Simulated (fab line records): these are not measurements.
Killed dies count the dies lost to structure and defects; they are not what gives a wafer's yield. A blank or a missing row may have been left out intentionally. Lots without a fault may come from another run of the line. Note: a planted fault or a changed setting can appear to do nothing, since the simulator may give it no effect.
Split-lot trial | flow n5-finfet | route with 1938 steps; 7 lots, 21 wafers read

## ABOUT THE SPLIT
At N5_BEOL_M1_ILD_DEP_00 (deposits SiOC from DEMS/O2, target thk 79 nm, time 15.3 s), the setting time-s was moved away from the recipe's 15.3 s on 4 of the 21 wafers read, by -10.7% to +6.0%. For the rest of the wafers, this setting stayed at what the recipe calls for.

No step appears in the file between the split and the reading.

## THE READING
M1_ILD_THK (nm), taken at N5_BEOL_M1_THK_MEAS_01. On this fab line, fault-free wafers typically give 78.5 nm with a standard deviation of 1.2 nm.

wafer  | tool, chamber at the split | time-s as run, s | against the recipe | M1_ILD_THK, nm | against lot-mates on the recipe
L075.1 | pecvd-01, 0                | 15.3             | recipe             | 78.3           | -
L075.5 | pecvd-01, 0                | 15.3             | recipe             | 78.8           | -
L075.6 | pecvd-01, 1                | 13.7             | -10.5%             | 71.4           | -7.1
L076.1 | pecvd-01, 0                | 15.3             | recipe             | 77.1           | -
L076.2 | pecvd-01, 2                | 15.3             | recipe             | 77.6           | -
L076.3 | pecvd-01, 1                | 15.3             | recipe             | 78.4           | -
L080.1 | pecvd-01, 2                | 15.3             | recipe             | 78.4           | -
L080.3 | pecvd-01, 0                | 15.3             | recipe             | 77.5           | -
L080.5 | pecvd-01, 1                | 14.16            | -7.5%              | 72.1           | -5.9
L083.2 | pecvd-01, 2                | 15.3             | recipe             | 77.8           | -
L083.3 | pecvd-01, 0                | 15.3             | recipe             | 77.5           | -
L083.4 | pecvd-01, 0                | 15.3             | recipe             | 78.8           | -
L092.1 | pecvd-04, 0                | 15.3             | recipe             | 77.6           | -
L092.4 | pecvd-04, 2                | 15.3             | recipe             | 77.3           | -
L092.5 | pecvd-04, 0                | 13.66            | -10.7%             | 69.6           | -7.8
L094.1 | pecvd-01, 1                | 16.22            | +6.0%              | 81.9           | +3.6
L094.2 | pecvd-01, 2                | 15.3             | recipe             | 77.4           | -
L094.4 | pecvd-01, 2                | 15.3             | recipe             | 79.3           | -
L096.1 | pecvd-02, 2                | 15.3             | recipe             | 77.9           | -
L096.2 | pecvd-02, 0                | 15.3             | recipe             | 78.4           | -
L096.3 | pecvd-02, 1                | 15.3             | recipe             | 79.5           | -

FIT RESULTS
A straight line over all 21 wafers: M1_ILD_THK changes by +0.72 nm for each +1% of time-s; r = +0.97; the points scatter about the line by 0.73 nm.
The same after taking each lot's own level away (the mean of its wafers on the recipe; 21 wafers): +0.704 nm for each +1%; r = +0.98; scatter 0.58 nm.
On that fit, the largest move of time-s shifts the reading by 7.5 nm.
The lots' own levels span 77.45 to 78.60 nm, that is 1.0 times the standard deviation above.
Consequently the slope shifts little with the lot-to-lot level, the two slopes agreeing.
Check: -7.47 nm against its lot-mates is what the line predicts for one of the wafers moved furthest among these (-10.7%) when that wafer is left out of the fit. It came out at -7.85 nm against them.

## THE OTHER SPLITS THESE WAFERS WENT THROUGH
Other splits were also applied to these wafers ahead of the reading. Each is held against what the fit with the lots' levels taken away leaves over:
other split on the same wafers          | wafers away from the commonest value | r with M1_ILD_THK (lot level and that fit taken away)
N5_GATE_CUT_COAT_27 spin-rpm            | 5                                    | +0.06
N5_MOL_CONTACT_COAG_SPUTTER_130 power-w | 9                                    | +0.06
N5_BEOL_M0_SAQP_ETCH_107 source-w       | 9                                    | -0.08

## THE WHOLE CHAIN: every reading that the file lists as answering this split, in the file's order
step                   | what it does                                              | reading                                                                            | change (the file's fit)               | r (the file's)
N5_BEOL_M1_ILD_DEP_00  | deposits SiOC from DEMS/O2, target thk 79 nm, time 15.3 s | SiOC_of_BEOL_M1_ILD_DEP_00.thk-nm (the simulator's own value, which no gauge read) | +0.708 nm for each +1% of the setting | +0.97
N5_BEOL_M1_THK_MEAS_01 |                                                           | M1_ILD_THK                                                                         | +0.71 for each +1% of the setting     | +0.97

## THE FILE'S OWN FIT
M1_ILD_THK changes by +0.71 nm for each +1% of time-s, r = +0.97.
